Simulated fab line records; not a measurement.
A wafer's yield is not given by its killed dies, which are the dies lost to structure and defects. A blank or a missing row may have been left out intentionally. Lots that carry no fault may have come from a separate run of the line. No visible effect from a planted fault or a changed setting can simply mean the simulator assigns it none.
fab line records	flow nandHarc
[record] lots = 5	wafers = 15	lastDay = 29
route steps=1302 shown THIN_TSV@1249
lots that met no fault: taken from a fault-free run of the same line
startH: hours from the record's opening day to when the first of the lot's shown wafers began	waitH: time in hours since the lot's previous step	" as in the row above	L1.1+2: several wafers, shown together as one row	- no value present, or no start provided	* or withheld: withheld	< > ~ a bound
route shown NAME@n: names a module that has steps shown in the file, with the first one's number in the route	usual: mean and standard deviation over wafers with no fault	same: alike in all rows	chamber/n: place in a boat	sites: each site's reading	_std_site: the standard deviation of these	_edge_site: outer sites' mean less inner sites'	radiusMm: how far each site lies from the wafer's centre	mask NAME#n: copy n	behind: the tool/chamber that last shaped the wafer	hold: reason for holding the lot/hours on hold/outcome of the hold	device: which transistor (n, p or np) failed to switch	end of line: the tests these same wafers got at the end of their route	a step without rows: its recipe alone	killed: dies that structure and defects cost at the first sort, which is not the same as the wafer's yield	map: shows each die of a wafer: x if killed, . if not, _ if none is there
set.NAME: the run value of the setting; set.NAME@STEP: its run value at that earlier step	model.NAME: the simulator's own value behind a step, which no gauge read
a table for each step, a row for each wafer; lots at some steps of the route
services: the hour from which a tool's chamber was out of use, counted from the record's first day as startH (under 0 if before that day), plus the number of hours and why
[[steps]]
[step NHARC_THIN_TSV_SRD_42]
lot.wafer	tool	chamber	startH	waitH
L077.1+3+5	wetBench-08	0,1,2	-	-
L075.1+6+4	wetBench-10	1,2,4	-	-
L081.4+3+2	wetBench-08	5,0,1	-	-
L084.1+3+2	wetBench-10	0,3,4	-	-
L088.2+5+1	wetBench-08	4,6,7	-	-
[step NHARC_THIN_TSV_DEP_43]
[recipe] targetThkA = 13285	tempC = withheld	pressureTorr = 6.5	rfW = 900	teosFlowSccm = 161.4	flowSccm = 2650	targetThkNm = 1328.5	gas = O2	material = SiO2
[usual] mfcPrecursorSccm = 161.4/0.53	throttleValvePct = 15.5/0.56
lot.wafer	tool	chamber	startH	waitH	mfcPrecursorSccm	throttleValvePct
L077.3	pecvd-01	1	569.39	-	160.4	15.4
L077.1	"	2	"	"	162.0	15.4
L077.5	"	1	"	"	161.4	15.5
L075.1	pecvd-01	1	570.66	-	161.0	15.6
L075.6	"	1	"	"	160.6	15.6
L075.4	"	2	"	"	161.0	15.2
L081.3	pecvd-02	2	631.48	-	161.1	16.2
L081.2	"	0	"	"	160.9	16.5
L081.4	"	1	"	"	161.6	15.5
L084.2	pecvd-01	2	653.73	-	161.2	15.5
L084.3	"	0	"	"	161.3	14.7
L084.1	"	1	"	"	161.5	15.9
L088.1	pecvd-02	0	677.40	-	161.6	16.7
L088.2	"	2	"	"	161.7	16.6
L088.5	"	0	"	"	163.1	16.3
[step NHARC_THIN_TSV_DEHYDRATE_04]
[recipe] tempC = 150	timeS = 120
lot.wafer	tool	chamber	startH	waitH
L077.1+3+5	lithoTrack-05	0	569.75	-
L075.1+4+6	lithoTrack-05	0	571.02	-
L081.2+3+4	lithoTrack-05	0	631.87	-
L084.1+2+3	lithoTrack-03	0	654.14	-
L088.1+2+5	lithoTrack-02	0	677.81	-
[step NHARC_THIN_TSV_HMDS_05]
[recipe] timeS = 30
lot.wafer	tool	chamber	startH	waitH
L077.1+3+5	lithoTrack-05	0	-	-
L075.1+4+6	lithoTrack-05	0	-	-
L081.2+3+4	lithoTrack-05	0	-	-
L084.1+2+3	lithoTrack-03	0	-	-
L088.1+2+5	lithoTrack-02	0	-	-
[step NHARC_THIN_TSV_COAT_06]
[recipe] spinRpm = *
lot.wafer	tool	chamber	startH	waitH
L077.1+3+5	lithoTrack-05	0	-	-
L075.1+4+6	lithoTrack-05	0	-	-
L081.2+3+4	lithoTrack-05	0	-	-
L084.1+2+3	lithoTrack-03	0	-	-
L088.1+2+5	lithoTrack-02	0	-	-
[step NHARC_THIN_TSV_SOFTBAKE_07]
[recipe] tempC = 122	timeS = 95
lot.wafer	tool	chamber	startH	waitH
L077.1+3+5	lithoTrack-05	0	-	-
L075.1+4+6	lithoTrack-05	0	-	-
L081.2+3+4	lithoTrack-05	0	-	-
L084.1+2+3	lithoTrack-03	0	-	-
L088.1+2+5	lithoTrack-02	0	-	-
[step NHARC_THIN_TSV_EBR_08]
lot.wafer	tool	chamber	startH	waitH
L077.1+3+5	lithoTrack-05	0	-	-
L075.1+4+6	lithoTrack-05	0	-	-
L081.2+3+4	lithoTrack-05	0	-	-
L084.1+2+3	lithoTrack-03	0	-	-
L088.1+2+5	lithoTrack-02	0	-	-
[step NHARC_THIN_TSV_EXPOSE_09]
[recipe] na = 0.55	doseMj = 30.7	maskId = TSV
lot.wafer	tool	chamber	startH	waitH	mask
L077.1+3+5	krfScanner-04	0	569.89	-	TSV#0
L075.1+4+6	krfScanner-01	0	571.29	-	TSV#0
L081.2+3+4	krfScanner-04	0	632.02	-	TSV#0
L084.1+2+3	krfScanner-04	0	654.41	-	TSV#0
L088.1+2+5	krfScanner-03	0	678.08	-	TSV#0
[step NHARC_THIN_TSV_PEB_10]
[recipe] pebTempC = 118	pebTimeS = 85
lot.wafer	tool	chamber	startH	waitH
L077.1+3+5	lithoTrack-02	0	569.96	0.1
L075.1+4+6	lithoTrack-02	0	571.36	0.1
L081.2+3+4	lithoTrack-03	0	632.08	0.1
L084.1+2+3	lithoTrack-03	0	654.47	0.1
L088.1+2+5	lithoTrack-03	0	678.14	0.1
[step NHARC_THIN_TSV_DEVELOP_11]
[recipe] timeS = 70
lot.wafer	tool	chamber	startH	waitH
L077.1+3+5	lithoTrack-02	0	-	-
L075.1+4+6	lithoTrack-02	0	-	-
L081.2+3+4	lithoTrack-03	0	-	-
L084.1+2+3	lithoTrack-03	0	-	-
L088.1+2+5	lithoTrack-03	0	-	-
[step NHARC_THIN_TSV_CD_MEAS_12]
[recipe] targetCdNm = 1000	landingEnergyEv = 500
[usual] cdNm = 1000.4/1.7
lot.wafer	tool	chamber	startH	waitH	cdNm
L077.1	cdSem-02	0	570.06	-	998.9
L077.3	"	0	"	"	1002.9
L077.5	"	0	"	"	1000.2
L075.1	cdSem-03	0	571.45	-	999.7
L075.4	"	0	"	"	999.8
L075.6	"	0	"	"	999.5
L081.2	cdSem-01	0	632.18	-	998.7
L081.3	"	0	"	"	1001.4
L081.4	"	0	"	"	1000.2
L084.1	cdSem-03	0	654.56	-	1000.4
L084.2	"	0	"	"	998.3
L084.3	"	0	"	"	998.6
L088.1	cdSem-03	0	678.23	-	1001.8
L088.2	"	0	"	"	999.2
L088.5	"	0	"	"	1001.7
[step NHARC_THIN_TSV_HARDBAKE_13]
[recipe] tempC = 125	timeS = 80
lot.wafer	tool	chamber	startH	waitH
L077.1+3+5	lithoTrack-05	0	570.14	-
L075.1+4+6	lithoTrack-03	0	571.53	-
L081.2+3+4	lithoTrack-05	0	632.26	-
L084.1+2+3	lithoTrack-02	0	654.64	-
L088.1+2+5	lithoTrack-02	0	678.31	-
[step NHARC_THIN_TSV_DESCUM_14]
[recipe] timeS = 3	o2FlowSccm = 200	arFlowSccm = 0	biasPowerW = 0	chemistry = O2
[usual] drypumpMotorCurrentA = 5.8/0.39	oesProductAu = 1.001/0.0081	rfVppV = 58.1/0.84	showerheadPlenumPTorr = 1.97/0.042	throttleValvePct = 11.312/0.0091
[same] biasPowerW = 0
lot.wafer	tool	chamber	startH	waitH	drypumpMotorCurrentA	oesProductAu	rfHoursCounterH	rfVppV	showerheadPlenumPTorr	throttleValvePct
L077.1	rieDiel-07	1	570.22	-	5.7	1.002	5.5	57.3	1.98	11.315
L077.3	"	0	"	"	6.0	1.001	5.5	58.1	1.95	11.310
L077.5	"	1	"	"	5.7	1.011	-	57.3	1.98	11.313
L075.1	rieDiel-07	3	571.63	-	6.2	0.990	7.5	58.0	2.01	11.323
L075.6	"	1	"	"	5.7	0.994	-	57.6	1.98	11.309
L075.4	"	3	"	"	6.2	0.989	-	58.0	2.01	11.305
L081.4	rieDiel-06	0	632.34	-	6.3	0.996	4.1	57.9	1.97	11.315
L081.2	"	1	"	"	6.2	0.999	5.8	60.0	1.98	11.319
L081.3	"	2	"	"	5.2	0.995	5.8	59.6	1.98	11.301
L084.2	rieDiel-03	2	654.73	-	6.0	0.992	0.3	57.8	2.06	11.295
L084.1	"	3	"	"	5.6	1.003	0.3	59.1	1.89	11.293
L084.3	"	0	"	"	5.5	0.999	0.4	57.3	1.85	11.291
L088.2	rieDiel-06	3	678.39	-	5.7	0.995	0.4	58.5	1.96	11.330
L088.1	"	0	"	"	6.3	1.010	0.3	57.1	1.97	11.305
L088.5	"	0	"	"	6.3	1.007	-	57.7	1.97	11.308
[step NHARC_THIN_TSV_ETCH_44]
[recipe] targetDepthA = 15942	timeS = 797.1	cf4FlowSccm = 150	o2FlowSccm = 10	arFlowSccm = 0	rfW = 300	biasW = 800	chemistry = CF4/O2
[usual] drypumpMotorCurrentA = 5.9/0.4	oesProductAu = 1.001/0.0082	rfVppV = 797.8/2.3	showerheadPlenumPTorr = 1.89/0.035	throttleValvePct = 16.914/0.0093
lot.wafer	tool	chamber	startH	waitH	drypumpMotorCurrentA	oesProductAu	rfHoursCounterH	rfVppV	showerheadPlenumPTorr	throttleValvePct
L077.1	rieDiel-07	3	570.32	0.1	6.2	0.990	7.2	799.4	1.92	16.907
L077.3	"	0	"	"	6.0	1.004	5.7	796.5	1.86	16.904
L077.5	"	0	"	"	6.0	1.005	-	797.1	1.86	16.923
L075.1	rieDiel-07	0	571.79	0.1	6.0	1.005	6.1	795.9	1.86	16.930
L075.6	"	3	"	"	6.2	0.994	-	799.5	1.92	16.913
L075.4	"	0	"	"	6.0	1.001	-	796.1	1.86	16.922
L081.4	rieDiel-06	2	632.47	0.1	5.2	1.012	5.9	797.8	1.89	16.907
L081.3	"	3	"	"	5.7	0.984	5.6	796.9	1.88	16.914
L081.2	"	0	"	"	6.2	1.002	4.2	797.2	1.88	16.917
L084.2	rieDiel-03	1	654.81	0.1	6.0	0.993	0.4	799.1	1.91	16.911
L084.3	"	2	"	"	6.0	1.009	0.4	801.8	1.96	16.926
L084.1	"	0	"	"	5.5	1.008	0.5	789.4	1.77	16.917
L088.1	rieDiel-06	0	678.48	0.1	6.3	1.010	0.5	797.4	1.88	16.910
L088.2	"	1	"	"	6.2	1.003	0.6	797.3	1.89	16.915
L088.5	"	1	"	"	6.2	1.002	-	796.8	1.89	16.920
[step NHARC_THIN_TSV_ETCH_15]
[recipe] targetDepthA = 30000	boschTargetOveretchCycles = 2	boschEtchStepS = 2.8	boschDepStepS = 1.2	boschCycles = 14
[usual] drypumpMotorCurrentA = 5.8/0.45
[same] boschCycles = 14
lot.wafer	tool	chamber	startH	waitH	drypumpMotorCurrentA	rfHoursCounterH
L077.3	rieSi-04	2	571.00	-	5.0	0.30
L077.1	"	0	"	"	5.7	0.18
L077.5	"	3	"	"	5.9	-
L075.1	rieSi-06	0	572.40	-	5.2	0.86
L075.4	"	3	"	"	6.3	0.73
L075.6	"	0	"	"	5.2	-
L081.4	rieSi-04	1	633.00	-	6.2	0.58
L081.2	"	2	"	"	5.0	0.68
L081.3	"	3	"	"	5.9	0.76
L084.3	rieSi-04	2	655.38	-	5.0	0.79
L084.2	"	3	"	"	5.9	0.87
L084.1	"	0	"	"	5.7	0.78
L088.1	rieSi-01	1	679.05	-	6.1	0.73
L088.2	"	0	"	"	5.4	0.46
L088.5	"	2	"	"	6.0	-
[step NHARC_THIN_TSV_CD_MEAS_16]
[usual] cdNm = 1000.5/1.8
lot.wafer	tool	chamber	startH	waitH	cdNm
L077.1	cdSem-01	-	571.15	0.1	998.0
L077.3	"	-	"	"	1002.6
L077.5	"	-	"	"	999.8
L075.1	cdSem-01	-	572.54	0.1	1000.3
L075.4	"	-	"	"	999.4
L075.6	"	-	"	"	999.4
L081.2	cdSem-01	-	633.14	0.1	998.5
L081.3	"	-	"	"	1001.5
L081.4	"	-	"	"	1000.3
L084.1	cdSem-01	-	655.53	0.1	999.2
L084.2	"	-	"	"	998.7
L084.3	"	-	"	"	999.2
L088.1	cdSem-03	-	679.19	0.1	1002.2
L088.2	"	-	"	"	999.0
L088.5	"	-	"	"	1001.9
[step NHARC_THIN_TSV_STRIP_45]
[recipe] powerW = 1500	tempC = 250	chemistry = O2
[usual] drypumpMotorCurrentA = 5.7/0.39	heaterPowerW = 336/37	rfReflPowerW = 18/4.5
lot.wafer	tool	chamber	startH	waitH	drypumpMotorCurrentA	heaterPowerW	rfHoursCounterH	rfReflPowerW
L077.1	plasmaAsher-01	0	571.22	0.1	6.3	310	7	15
L077.3	"	0	"	"	6.3	311	-	16
L077.5	"	0	"	"	6.3	321	-	15
L075.1	plasmaAsher-02	0	572.61	0.1	5.8	327	28	21
L075.4	"	0	"	"	5.9	327	-	22
L075.6	"	1	"	"	5.4	402	-	11
L081.2	plasmaAsher-02	0	633.21	0.1	5.8	330	5	23
L081.4	"	0	"	"	5.8	332	-	23
L081.3	"	1	"	"	5.3	391	-	11
L084.1	plasmaAsher-01	1	655.60	0.1	5.3	292	25	22
L084.2	"	0	"	"	6.2	316	25	15
L084.3	"	1	"	"	5.3	302	-	21
L088.2	plasmaAsher-01	0	679.27	0.1	6.3	309	29	-
L088.1	"	1	"	"	5.3	301	29	-
L088.5	"	0	"	"	6.3	311	-	-
[step NHARC_THIN_TSV_STRIP_46]
[recipe] timeS = 1200	tempC = 72.5	chemistry = postEtchResidueRemover
lot.wafer	tool	chamber	startH	waitH
L077.1+3+5	wetBench-10	4,6,0	571.58	0.3
L075.6+1+4	wetBench-10	2,3,6	572.96	0.1
L081.3+2+4	wetBench-08	5,6,0	633.56	0.2
L084.3+2+1	wetBench-10	5,0,1	655.97	0.2
L088.5+1+2	wetBench-10	2,4,6	679.61	0.1
[step NHARC_THIN_TSV_DEP_47]
[recipe] targetThkA = 2000	tempC = withheld	pressureTorr = 6.5	rfW = 900	teosFlowSccm = 161.4	flowSccm = 2650	targetThkNm = 200	gas = O2	material = SiO2
[usual] mfcPrecursorSccm = 161.5/0.47	throttleValvePct = 15.6/0.6
lot.wafer	tool	chamber	startH	waitH	mfcPrecursorSccm	throttleValvePct
L077.3	pecvd-04	0	572.02	-	161.6	16.1
L077.1	"	2	"	"	161.3	15.8
L077.5	"	2	"	"	161.2	15.8
L075.1	pecvd-01	1	573.41	-	161.6	15.5
L075.6	"	1	"	"	161.6	15.4
L075.4	"	0	"	"	161.7	14.7
L081.2	pecvd-01	0	634.02	-	161.5	14.6
L081.4	"	0	"	"	161.2	14.7
L081.3	"	2	"	"	161.8	15.4
L084.2	pecvd-02	0	656.41	-	160.2	16.3
L084.1	"	1	"	"	161.7	15.6
L084.3	"	2	"	"	160.9	16.4
L088.1	pecvd-02	0	680.12	-	161.5	16.5
L088.2	"	1	"	"	162.7	15.7
L088.5	"	0	"	"	161.8	16.5
[step NHARC_THIN_TSV_ETCHBACK_48]
[recipe] targetDepthA = 10285	overEtchFrac = 0.3	timeS = 405.17	ionEnergyEv = 250	c4f8FlowSccm = withheld	arFlowSccm = withheld	rfW = 600	biasW = 300	chemistry = C4F8/Ar
[usual] oesProductAu = 0.95/0.031	rfVppV = 549.3/2.1
lot.wafer	tool	chamber	startH	waitH	oesProductAu	rfHoursCounterH	rfVppV
L077.1	rieDiel-03	1	572.46	-	0.99	6	550.4
L077.3	"	3	"	"	0.99	6	545.9
L077.5	"	0	"	"	1.01	-	544.3
L075.1	rieDiel-07	0	573.86	-	0.92	6	550.6
L075.6	"	3	"	"	0.91	-	550.0
L075.4	"	0	"	"	0.93	-	548.3
L081.3	rieDiel-06	2	634.55	0.3	0.97	7	550.5
L081.4	"	0	"	"	0.95	5	549.3
L081.2	"	1	"	"	0.97	7	551.0
L084.1	rieDiel-03	3	656.84	-	0.98	1	546.7
L084.3	"	0	"	"	0.98	1	545.1
L084.2	"	1	"	"	0.97	1	550.0
L088.1	rieDiel-06	0	680.56	-	0.98	1	549.3
L088.2	"	1	"	"	0.97	1	549.4
L088.5	"	3	"	"	0.96	-	549.5
[step NHARC_THIN_TSV_STRIP_62]
[recipe] powerW = 1500	tempC = 250	timeS = 20	chemistry = N2/H2
[usual] drypumpMotorCurrentA = 5.7/0.39	heaterPowerW = 334/36	rfReflPowerW = 18/5
lot.wafer	tool	chamber	startH	waitH	drypumpMotorCurrentA	heaterPowerW	rfHoursCounterH	rfReflPowerW
L077.1	plasmaAsher-02	0	572.90	-	5.8	321	28	-
L077.3	"	0	"	"	5.8	325	-	-
L077.5	"	1	"	"	5.4	410	-	-
L075.1	plasmaAsher-01	0	574.25	-	6.3	311	8	-
L075.4	"	1	"	"	5.3	309	-	-
L075.6	"	0	"	"	6.3	306	-	-
L081.2	plasmaAsher-02	0	634.91	-	5.8	326	6	23
L081.4	"	0	"	"	5.8	329	-	23
L081.3	"	1	"	"	5.3	393	-	11
L084.2	plasmaAsher-01	1	657.16	-	5.3	305	25	-
L084.1	"	0	"	"	6.3	312	25	-
L084.3	"	1	"	"	5.3	307	-	-
L088.2	plasmaAsher-02	1	680.88	-	5.4	398	16	11
L088.1	"	0	"	"	5.8	336	16	24
L088.5	"	1	"	"	5.4	394	-	10
[step NHARC_THIN_TSV_DEGAS_49]
[recipe] tempC = 300	timeS = 120
[usual] heaterPowerW = 467/56
lot.wafer	tool	chamber	startH	waitH	heaterPowerW
L077.3	pvdSputter-01	-	573.06	0.1	424
L077.1	"	-	"	"	409
L077.5	"	-	"	"	412
L075.1	pvdSputter-03	-	574.44	0.2	419
L075.4	"	-	"	"	574
L075.6	"	-	"	"	460
L081.2	pvdSputter-02	-	635.08	0.1	478
L081.3	"	-	"	"	411
L081.4	"	-	"	"	439
L084.2	pvdSputter-03	-	657.33	0.1	563
L084.3	"	-	"	"	490
L084.1	"	-	"	"	420
L088.1	pvdSputter-03	-	681.05	0.1	559
L088.2	"	-	"	"	496
L088.5	"	-	"	"	573
[step NHARC_THIN_TSV_PRE_CLEAN_50]
[recipe] timeS = 30	tempC = 280	gas = H2/He
[usual] heaterPowerW = 410/50
lot.wafer	tool	chamber	startH	waitH	heaterPowerW
L077.1	pvdSputter-01	-	-	-	364
L077.3	"	-	"	"	475
L077.5	"	-	"	"	362
L075.1	pvdSputter-03	-	-	-	436
L075.4	"	-	"	"	415
L075.6	"	-	"	"	370
L081.3	pvdSputter-02	-	-	-	394
L081.4	"	-	"	"	415
L081.2	"	-	"	"	368
L084.2	pvdSputter-03	-	-	-	440
L084.1	"	-	"	"	410
L084.3	"	-	"	"	369
L088.2	pvdSputter-03	-	-	-	409
L088.1	"	-	"	"	367
L088.5	"	-	"	"	413
[step NHARC_THIN_TSV_PVD_19]
[recipe] targetThkA = 200	chamberPressurePa = 5	material = TaN
[usual] throttleValvePct = 30.0/1.2
lot.wafer	tool	chamber	startH	waitH	throttleValvePct
L077.1	pvdSputter-01	-	-	-	30.5
L077.3	"	-	"	"	29.0
L077.5	"	-	"	"	28.7
L075.4	pvdSputter-03	-	-	-	29.9
L075.1	"	-	"	"	29.4
L075.6	"	-	"	"	31.5
L081.2	pvdSputter-02	-	-	-	28.2
L081.4	"	-	"	"	30.7
L081.3	"	-	"	"	31.7
L084.1	pvdSputter-03	-	-	-	31.6
L084.2	"	-	"	"	29.0
L084.3	"	-	"	"	29.7
L088.2	pvdSputter-03	-	-	-	29.1
L088.1	"	-	"	"	29.3
L088.5	"	-	"	"	29.5
[step NHARC_THIN_TSV_PVD_51]
[recipe] targetThkA = 1000	chamberPressurePa = 5	material = Cu
[usual] throttleValvePct = 30.1/1.1
lot.wafer	tool	chamber	startH	waitH	throttleValvePct
L077.3	pvdSputter-01	-	-	-	30.5
L077.1	"	-	"	"	29.1
L077.5	"	-	"	"	29.9
L075.1	pvdSputter-03	-	-	-	29.4
L075.4	"	-	"	"	29.7
L075.6	"	-	"	"	29.4
L081.2	pvdSputter-02	-	-	-	30.6
L081.3	"	-	"	"	30.7
L081.4	"	-	"	"	31.4
L084.1	pvdSputter-03	-	-	-	29.8
L084.3	"	-	"	"	29.1
L084.2	"	-	"	"	29.2
L088.2	pvdSputter-03	-	-	-	29.4
L088.1	"	-	"	"	31.5
L088.5	"	-	"	"	29.4
[step NHARC_THIN_TSV_ECD_20]
[recipe] targetThkA = 20000	material = Cu
lot.wafer	tool	chamber	startH	waitH
L077.1+3+5	ecdCu-02	1,0,0	573.52	-
L075.1+4+6	ecdCu-01	0,0,1	574.97	-
L081.2+3+4	ecdCu-01	1,0,1	635.63	-
L084.1+2+3	ecdCu-02	1,0,1	657.79	-
L088.2+1+5	ecdCu-01	0,1,0	681.52	-
[step NHARC_THIN_TSV_ANNEAL_52]
[recipe] tempC = 225	timeS = 90
[usual] annealTempCMax = 225.93/0.25	wafer_temp_C_max = 226.18/0.27
lot.wafer	tool	chamber	startH	waitH	annealTempCMax	wafer_temp_C_max
L077.1	rtpAnneal-01	0	574.26	0.6	225.72	226.21
L077.3	"	0	"	"	226.17	225.79
L077.5	"	0	"	"	225.99	225.92
L075.1	rtpAnneal-02	0	575.63	0.6	225.49	226.25
L075.4	"	0	"	"	225.71	226.52
L075.6	"	0	"	"	225.51	226.59
L081.2	rtpAnneal-01	0	636.32	0.6	226.18	225.98
L081.3	"	0	"	"	226.20	226.20
L081.4	"	0	"	"	225.87	225.66
L084.1	rtpAnneal-01	0	658.52	0.6	226.09	225.74
L084.2	"	0	"	"	226.30	225.99
L084.3	"	0	"	"	225.85	226.24
L088.1	rtpAnneal-01	0	682.24	0.5	226.35	226.10
L088.2	"	0	"	"	225.81	225.82
L088.5	"	0	"	"	225.84	225.91
[step NHARC_THIN_TSV_CMP_21]
[recipe] tOverpolishS = 30	targetThkNm = 2000
[usual] motorCurrentA = 11.9/1.1	overpolishRunS = 30.001/0.0094	padLifeWafers = 164/100	retainingRingPressureFrac = 1.000/0.0051
[same] tOverpolishS = 30
lot.wafer	tool	chamber	startH	waitH	motorCurrentA	overpolishRunS	padLifeWafers	retainingRingPressureFrac
L077.3	cmp-02	1	574.66	-	12.7	29.982	158	0.990
L077.1	"	2	"	"	10.7	30.007	159	1.003
L077.5	"	0	"	"	12.8	29.993	-	1.006
L075.1	cmp-04	0	575.98	-	9.6	30.015	288	1.000
L075.4	"	2	"	"	10.1	30.005	290	0.996
L075.6	"	0	"	"	10.9	30.013	-	0.999
L081.3	cmp-01	3	636.61	-	11.3	30.005	240	1.000
L081.2	"	0	"	"	10.8	30.006	241	1.004
L081.4	"	1	"	"	12.3	29.993	242	1.014
L084.2	cmp-02	1	658.90	-	13.0	30.003	121	0.996
L084.1	"	2	"	"	10.8	29.995	122	1.005
L084.3	"	3	"	"	13.9	29.980	123	1.000
L088.2	cmp-02	1	682.62	-	13.0	29.996	211	0.999
L088.1	"	2	"	"	10.2	29.999	212	0.996
L088.5	"	1	"	"	12.5	29.998	-	1.004
[step NHARC_THIN_TSV_SRD_23]
lot.wafer	tool	chamber	startH	waitH
L077.5+3+1	wetBench-08	6,0,2	574.96	0.0
L075.6+4+1	wetBench-08	2,3,4	576.36	0.0
L081.2+4+3	wetBench-08	1,2,4	636.97	0.0
L084.2+1+3	wetBench-10	7,1,2	659.23	0.0
L088.5+2+1	wetBench-10	2,3,5	682.96	0.0
[step NHARC_THIN_TSV_DEGAS_53]
[recipe] tempC = 300	timeS = 60
[usual] heaterPowerW = 469/59
lot.wafer	tool	chamber	startH	waitH	heaterPowerW
L077.1	pvdSputter-01	-	575.07	0.1	546
L077.3	"	-	"	"	557
L077.5	"	-	"	"	429
L075.4	pvdSputter-03	-	576.45	0.1	414
L075.1	"	-	"	"	487
L075.6	"	-	"	"	550
L081.2	pvdSputter-02	-	637.06	0.1	478
L081.3	"	-	"	"	414
L081.4	"	-	"	"	426
L084.2	pvdSputter-02	-	659.32	0.1	455
L084.1	"	-	"	"	508
L084.3	"	-	"	"	434
L088.1	pvdSputter-01	-	683.07	0.1	542
L088.2	"	-	"	"	421
L088.5	"	-	"	"	620
[step NHARC_THIN_TSV_PRE_CLEAN_54]
[recipe] timeS = 30	tempC = 280	gas = H2/He
[usual] heaterPowerW = 414/52
lot.wafer	tool	chamber	startH	waitH	heaterPowerW
L077.3	pvdSputter-01	-	575.15	0.1	476
L077.1	"	-	"	"	488
L077.5	"	-	"	"	484
L075.4	pvdSputter-03	-	576.52	0.1	361
L075.1	"	-	"	"	432
L075.6	"	-	"	"	360
L081.2	pvdSputter-02	-	637.14	0.1	422
L081.4	"	-	"	"	383
L081.3	"	-	"	"	385
L084.3	pvdSputter-02	-	659.40	0.0	405
L084.2	"	-	"	"	424
L084.1	"	-	"	"	374
L088.1	pvdSputter-01	-	683.14	0.1	478
L088.2	"	-	"	"	358
L088.5	"	-	"	"	482
[step NHARC_THIN_TSV_PVD_55]
[recipe] targetThkA = 500	material = TiN
lot.wafer	tool	chamber	startH	waitH
L077.1+3+5	pvdSputter-01	-	575.21	0.0
L075.4+1+6	pvdSputter-03	-	576.64	0.1
L081.4+2+3	pvdSputter-02	-	637.21	0.0
L084.2+3+1	pvdSputter-02	-	659.47	0.0
L088.1+2+5	pvdSputter-01	-	683.22	0.1
[step NHARC_THIN_TSV_PVD_24]
[recipe] targetThkA = 8000	powerW = withheld	chamberPressurePa = withheld	substrateTempC = withheld	timeS = withheld	gas = Ar	material = Al
lot.wafer	tool	chamber	startH	waitH
L077.1+3+5	pvdSputter-01	-	575.42	0.2
L075.1+4+6	pvdSputter-03	-	576.75	0.1
L081.4+2+3	pvdSputter-02	-	637.37	0.1
L084.3+1+2	pvdSputter-02	-	659.62	0.1
L088.2+1+5	pvdSputter-01	-	683.46	0.2
[step NHARC_THIN_TSV_DEHYDRATE_25]
[recipe] tempC = 150	timeS = 120
lot.wafer	tool	chamber	startH	waitH
L077.1+3+5	lithoTrack-05	0	575.78	-
L075.1+4+6	lithoTrack-05	0	577.16	-
L081.2+3+4	lithoTrack-02	0	637.78	-
L084.1+2+3	lithoTrack-02	0	660.06	-
L088.1+2+5	lithoTrack-03	0	683.77	-
[step NHARC_THIN_TSV_HMDS_26]
[recipe] timeS = 30
lot.wafer	tool	chamber	startH	waitH
L077.1+3+5	lithoTrack-05	0	-	-
L075.1+4+6	lithoTrack-05	0	-	-
L081.2+3+4	lithoTrack-02	0	-	-
L084.1+2+3	lithoTrack-02	0	-	-
L088.1+2+5	lithoTrack-03	0	-	-
[step NHARC_THIN_TSV_COAT_27]
[recipe] spinRpm = *
lot.wafer	tool	chamber	startH	waitH
L077.1+3+5	lithoTrack-05	0	-	-
L075.1+4+6	lithoTrack-05	0	-	-
L081.2+3+4	lithoTrack-02	0	-	-
L084.1+2+3	lithoTrack-02	0	-	-
L088.1+2+5	lithoTrack-03	0	-	-
[step NHARC_THIN_TSV_SOFTBAKE_28]
[recipe] tempC = 122	timeS = 95
lot.wafer	tool	chamber	startH	waitH
L077.1+3+5	lithoTrack-05	0	-	-
L075.1+4+6	lithoTrack-05	0	-	-
L081.2+3+4	lithoTrack-02	0	-	-
L084.1+2+3	lithoTrack-02	0	-	-
L088.1+2+5	lithoTrack-03	0	-	-
[step NHARC_THIN_TSV_EBR_29]
lot.wafer	tool	chamber	startH	waitH
L077.1+3+5	lithoTrack-05	0	-	-
L075.1+4+6	lithoTrack-05	0	-	-
L081.2+3+4	lithoTrack-02	0	-	-
L084.1+2+3	lithoTrack-02	0	-	-
L088.1+2+5	lithoTrack-03	0	-	-
[step NHARC_THIN_TSV_EXPOSE_30]
[recipe] na = 0.55	doseMj = 11.47	maskId = PAD
lot.wafer	tool	chamber	startH	waitH	mask
L077.1+3+5	krfScanner-04	0	576.05	-	PAD#0
L075.1+4+6	krfScanner-03	0	577.43	-	PAD#0
L081.2+3+4	krfScanner-03	0	637.93	-	PAD#0
L084.1+2+3	krfScanner-01	0	660.34	-	PAD#0
L088.1+2+5	krfScanner-01	0	684.03	-	PAD#0
[step NHARC_THIN_TSV_PEB_31]
[recipe] pebTempC = 118	pebTimeS = 85
lot.wafer	tool	chamber	startH	waitH
L077.1+3+5	lithoTrack-03	0	576.11	0.1
L075.1+4+6	lithoTrack-03	0	577.50	0.1
L081.2+3+4	lithoTrack-02	0	637.99	0.1
L084.1+2+3	lithoTrack-02	0	660.41	0.1
L088.1+2+5	lithoTrack-05	0	684.10	0.1
[[services]]
tool	chamber	startH	hours	kind
pvdSputter-01	-	548.25	1.6	repair
rieDiel-07	2	549.34	30.2	repair
wetBench-08	-	553.70	0.5	repair
lithoTrack-02	-	577.00	7.0	pm
pecvd-01	1	579.45	57.2	repair
pvdSputter-01	-	582.05	10.0	pm
rieDiel-06	0	585.63	6.0	repair
pvdSputter-01	-	593.54	26.9	repair
pvdSputter-03	-	601.00	10.4	repair
rieDiel-07	3	601.73	5.8	repair
plasmaAsher-02	-	603.00	9.0	pm
rieDiel-06	3	612.88	6.3	repair
pvdSputter-02	-	620.71	2.6	repair
lithoTrack-03	-	625.01	7.0	pm
plasmaAsher-01	-	625.37	3.0	repair
pvdSputter-02	-	628.47	4.1	repair
pvdSputter-02	-	638.03	10.0	pm
rieDiel-06	3	644.62	5.8	repair
wetBench-08	-	646.41	8.0	pm
rieDiel-07	-	648.22	9.0	pm
lithoTrack-05	-	649.00	7.0	pm
rieDiel-06	-	661.20	9.0	pm
wetBench-10	-	663.22	8.0	pm
rieDiel-06	-	670.89	0.3	repair
[[key]]
fault none
